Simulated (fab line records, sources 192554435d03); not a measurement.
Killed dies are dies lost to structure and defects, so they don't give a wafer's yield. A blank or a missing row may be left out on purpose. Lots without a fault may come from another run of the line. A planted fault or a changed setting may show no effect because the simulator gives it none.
Which tool did it? | flow n5_finfet | 24 lots, 72 wafers sampled, at 4 steps of a route of 1938

WHAT THE GAUGES READ, wafer by wafer
N5_BEOL_M4_THK_MEAS_53: measures by xrf. Usual: M4_THK 40.5 nm, standard deviation 1.9.
lot  | measured     | on            | M4_THK (nm)    | flag
L074 | day 7 17:23  | film_metro-02 | 42.6 40.2 41.7 |
L075 | day 8 10:05  | film_metro-01 | 37.1 37.9 38.4 |
L077 | day 8 12:45  | film_metro-01 | 38.2 38.1 42.9 |
L076 | day 8 23:03  | film_metro-01 | 39.6 41.4 39.7 |
L078 | day 9 03:27  | film_metro-02 | 40.6 40.3 40.2 |
L079 | day 9 05:29  | film_metro-01 | 39.9 38.6 37.7 |
L080 | day 9 06:02  | film_metro-02 | 39.2 40.2 41.1 |
L081 | day 9 07:19  | film_metro-01 | 37.4 39.7 39.8 |
L082 | day 10 16:37 | film_metro-01 | 37.4 41.4 40.8 |
L083 | day 10 17:22 | film_metro-02 | 43.0 38.3 43.4 |
L084 | day 10 22:27 | film_metro-01 | 40.6 39.5 42.6 |
L085 | day 11 15:32 | film_metro-01 | 38.9 40.3 39.4 |
L086 | day 11 15:58 | film_metro-01 | 41.8 39.8 41.1 |
L088 | day 12 04:31 | film_metro-02 | 41.7 38.1 42.1 |
L087 | day 12 10:47 | film_metro-01 | 39.8 42.4 40.0 |
L090 | day 12 19:32 | film_metro-02 | 40.5 40.6 39.7 |
L089 | day 12 20:03 | film_metro-01 | 37.8 36.2 35.6 |
L091 | day 13 10:50 | film_metro-01 | 40.2 40.4 41.8 |
L092 | day 13 13:06 | film_metro-01 | 40.3 40.4 39.2 |
L095 | day 13 17:43 | film_metro-02 | 42.9 41.9 41.3 |
L093 | day 13 19:56 | film_metro-02 | 43.0 41.1 42.2 |
L097 | day 14 00:47 | film_metro-02 | 43.3 40.8 41.6 |
L094 | day 14 06:17 | film_metro-02 | 41.6 41.8 42.4 |
L096 | day 14 12:40 | film_metro-02 | 39.5 44.1 38.6 |

N5_BEOL_M5_CD_MEAS_28: target cd 30.6 nm, target cd y 20 nm. Usual: cd_nm 30.54 nm, standard deviation 0.29.
lot  | measured     | on        | cd_nm (nm)        | flag
L074 | day 7 23:23  | cd_sem-03 | 30.61 30.13 30.18 |
L075 | day 8 16:24  | cd_sem-01 | 30.74 30.35 30.82 |
L077 | day 8 16:36  | cd_sem-01 | 30.36 30.96 30.43 |
L076 | day 9 04:20  | cd_sem-03 | 30.19 29.99 30.50 |
L078 | day 9 09:16  | cd_sem-03 | 30.52 30.43 30.44 |
L079 | day 9 09:35  | cd_sem-02 | 30.18 30.36 30.01 |
L080 | day 9 14:26  | cd_sem-03 | 30.55 30.41 30.64 |
L081 | day 9 14:16  | cd_sem-01 | 30.32 30.58 30.49 |
L082 | day 10 21:28 | cd_sem-02 | 31.14 30.92 31.20 |
L083 | day 10 21:46 | cd_sem-02 | 30.57 30.81 30.69 |
L084 | day 11 09:02 | cd_sem-03 | 30.74 30.38 31.35 |
L085 | day 11 21:56 | cd_sem-01 | 30.48 30.55 30.34 |
L086 | day 11 21:51 | cd_sem-01 | 30.16 30.49 30.74 |
L088 | day 12 09:04 | cd_sem-02 | 30.61 30.79 30.98 |
L087 | day 12 15:47 | cd_sem-01 | 30.31 30.18 30.63 |
L090 | day 13 00:48 | cd_sem-01 | 30.66 30.50 30.34 |
L089 | day 13 00:59 | cd_sem-01 | 30.73 30.39 31.19 |
L091 | day 13 15:13 | cd_sem-01 | 30.68 30.74 30.53 |
L092 | day 13 18:55 | cd_sem-02 | 30.77 30.55 30.34 |
L095 | day 14 00:13 | cd_sem-03 | 30.28 30.44 30.11 |
L093 | day 14 00:23 | cd_sem-02 | 30.81 30.66 30.73 |
L097 | day 14 08:17 | cd_sem-03 | 30.29 30.29 30.40 |
L094 | day 14 12:02 | cd_sem-02 | 30.29 30.71 30.47 |
L096 | day 14 18:31 | cd_sem-01 | 30.57 30.44 30.11 |

N5_BEOL_M5_OVL_MEAS_29. Usual: V4_OVL -0.7 nm, standard deviation 0.68.
lot  | measured     | on         | V4_OVL (nm)    | flag
L074 | day 7 23:26  | overlay-02 | -0.9 -1.9 -1.7 |
L075 | day 8 16:26  | overlay-01 | -0.2 -0.2 -0.3 |
L077 | day 8 16:38  | overlay-01 | -0.9 -1.2 -0.7 |
L076 | day 9 04:23  | overlay-02 | -0.8 -1.8 -0.6 |
L078 | day 9 09:17  | overlay-01 | -0.9 -1.1 -1.3 |
L079 | day 9 09:38  | overlay-01 | 0.2 -0.3 -0.3  |
L080 | day 9 14:28  | overlay-01 | -1.3 -1.0 -1.8 |
L081 | day 9 14:18  | overlay-02 | 0.5 0.1 0.6    |
L082 | day 10 21:31 | overlay-02 | -0.6 -0.2 -0.8 |
L083 | day 10 21:49 | overlay-01 | -0.8 -1.5 -1.0 |
L084 | day 11 09:05 | overlay-02 | -0.5 -1.2 -0.7 |
L085 | day 11 21:58 | overlay-01 | 0.3 -0.7 0.2   |
L086 | day 11 21:53 | overlay-02 | -1.2 0.5 -0.4  |
L088 | day 12 09:06 | overlay-01 | -1.2 -1.4 -0.2 |
L087 | day 12 15:50 | overlay-01 | -1.0 -0.2 -1.0 |
L090 | day 13 00:50 | overlay-01 | -1.5 -1.7 -1.1 |
L089 | day 13 01:01 | overlay-02 | -0.7 -1.0 -1.0 |
L091 | day 13 15:14 | overlay-02 | 0.1 -1.3 0.3   |
L092 | day 13 18:57 | overlay-01 | -0.5 -0.4 0.0  |
L095 | day 14 00:14 | overlay-01 | -0.9 -0.2 -0.6 |
L093 | day 14 00:25 | overlay-02 | -1.6 -1.1 -2.2 |
L097 | day 14 08:19 | overlay-02 | -0.8 -0.7 -0.3 |
L094 | day 14 12:04 | overlay-02 | 1.1 0.3 1.4    |
L096 | day 14 18:33 | overlay-01 | -1.3 -1.5 -0.6 |

WHICH TOOL RAN EACH LOT (tool, then ch and the chambers of the sampled wafers, then the start)
lot  | N5_BEOL_M5_STRIP_19
L074 | rie_diel-01 ch 0,1,2, day 7 21:46
L075 | rie_diel-03 ch 0,1,3, day 8 14:54
L077 | rie_diel-03 ch 1,2,3, day 8 15:41
L076 | rie_diel-02 ch 1,2,3, day 9 03:41
L078 | rie_diel-01 ch 0,1,3, day 9 07:17
L079 | rie_diel-01 ch 0,2, day 9 09:07
L080 | rie_diel-02 ch 0,1,3, day 9 12:18
L081 | rie_diel-02 ch 0,1, day 9 12:31
L082 | rie_diel-01 ch 0,1, day 10 21:02
L083 | rie_diel-02 ch 0,1, day 10 21:19
L084 | rie_diel-01 ch 0,1,2, day 11 05:50
L085 | rie_diel-03 ch 0,2,3, day 11 19:50
L086 | rie_diel-01 ch 0,1, day 11 20:19
L088 | rie_diel-01 ch 0,1,3, day 12 08:41
L087 | rie_diel-01 ch 1,2, day 12 15:23
L090 | rie_diel-01 ch 2,3, day 12 23:10
L089 | rie_diel-02 ch 1,2,3, day 13 00:02
L091 | rie_diel-01 ch 0,2,3, day 13 14:38
L092 | rie_diel-01 ch 0,1,3, day 13 17:02
L095 | rie_diel-02 ch 0,2,3, day 13 22:37
L093 | rie_diel-02 ch 0,1,3, day 13 23:34
L097 | rie_diel-02 ch 0,1,3, day 14 04:58
L094 | rie_diel-03 ch 0,2, day 14 10:11
L096 | rie_diel-03 ch 0,2,3, day 14 15:51
- N5_BEOL_M5_STRIP_19: strips in O2.

WHAT THE TOOLS THEMSELVES READ (means of the sampled wafers that have a number; where no wafer has one, the mark that the record gives instead)
N5_BEOL_M5_STRIP_19. Usual: drypump_motor_current_A 6.0 A, standard deviation 0.34; oes_product_au 0.80 a.u., standard deviation 0.098; rf_vpp_V 3.7 V, standard deviation 0.49; showerhead_plenum_p_Torr 2.09 Torr, standard deviation 0.062; throttle_valve_pct 16.64 %, standard deviation 0.28.
lot  | tool        | drypump_motor_current_A (A) | oes_product_au (a.u.) | rf_vpp_V (V) | showerhead_plenum_p_Torr (Torr) | throttle_valve_pct (%) | flag
L074 | rie_diel-01 | 6.1                         | 0.86                  | 3.8          | 2.11                            | 16.56                  |
L075 | rie_diel-03 | 5.8                         | 0.83                  | 3.7          | 2.12                            | 16.60                  |
L077 | rie_diel-03 | 6.3                         | 0.79                  | 3.0          | 2.10                            | 16.67                  |
L076 | rie_diel-02 | 5.7                         | 0.71                  | 3.9          | 1.99                            | 16.84                  |
L078 | rie_diel-01 | 6.0                         | 0.85                  | 3.5          | 2.07                            | 16.52                  |
L079 | rie_diel-01 | 6.1                         | 0.86                  | 3.9          | 2.12                            | 16.38                  |
L080 | rie_diel-02 | 6.1                         | 0.78                  | 3.6          | 2.05                            | 16.65                  |
L081 | rie_diel-02 | 6.4                         | 0.83                  | 4.1          | 2.11                            | 16.62                  |
L082 | rie_diel-01 | 6.1                         | 0.90                  | 4.2          | 2.07                            | 16.56                  |
L083 | rie_diel-02 | 6.0                         | 0.77                  | 3.3          | 2.05                            | 16.90                  |
L084 | rie_diel-01 | 6.1                         | 0.84                  | 4.3          | 2.11                            | 16.60                  |
L085 | rie_diel-03 | 6.1                         | 0.72                  | 3.6          | 2.12                            | 16.81                  |
L086 | rie_diel-01 | 6.1                         | 0.88                  | 3.4          | 2.07                            | 16.57                  |
L088 | rie_diel-01 | 6.0                         | 0.82                  | 4.2          | 2.07                            | 16.56                  |
L087 | rie_diel-01 | 6.1                         | 0.81                  | 3.3          | 2.08                            | 16.80                  |
L090 | rie_diel-01 | 6.0                         | 0.70                  | 3.7          | 2.12                            | 16.80                  |
L089 | rie_diel-02 | 5.8                         | 0.80                  | 3.4          | 2.07                            | 16.75                  |
L091 | rie_diel-01 | 6.0                         | 0.76                  | 3.4          | 2.10                            | 16.61                  |
L092 | rie_diel-01 | 6.1                         | 0.81                  | 3.5          | 2.06                            | 16.58                  |
L095 | rie_diel-02 | 6.1                         | 0.82                  | 3.8          | 2.10                            | 16.49                  |
L093 | rie_diel-02 | 6.1                         | 0.75                  | 3.6          | 2.04                            | 16.70                  |
L097 | rie_diel-02 | 6.1                         | 0.75                  | 3.8          | 2.04                            | 16.72                  |
L094 | rie_diel-03 | 6.1                         | 0.89                  | 3.3          | 2.09                            | 16.60                  |
L096 | rie_diel-03 | 6.1                         | 0.79                  | 3.9          | 2.11                            | 16.70                  |

THE ANSWER, worked out from the rows above alone
Rule: a lot is off if the mean of its wafers that have a number lies more than 3 standard deviations from the usual mean. A lot without any number at a reading at which 4 lots or more have one is off too. The other lots that the step has rows for count as sound. The gauges are gone through in route order, then the tools' own readings, and for those a lot's mean is taken as printed above. The first step at which some lot is off is used, and at that step the reading that is off furthest; a lot without a number counts as furthest.
No lot is off at any reading shown: from this, nothing can be told.

WHAT THE SIMULATOR HAD PUT IN
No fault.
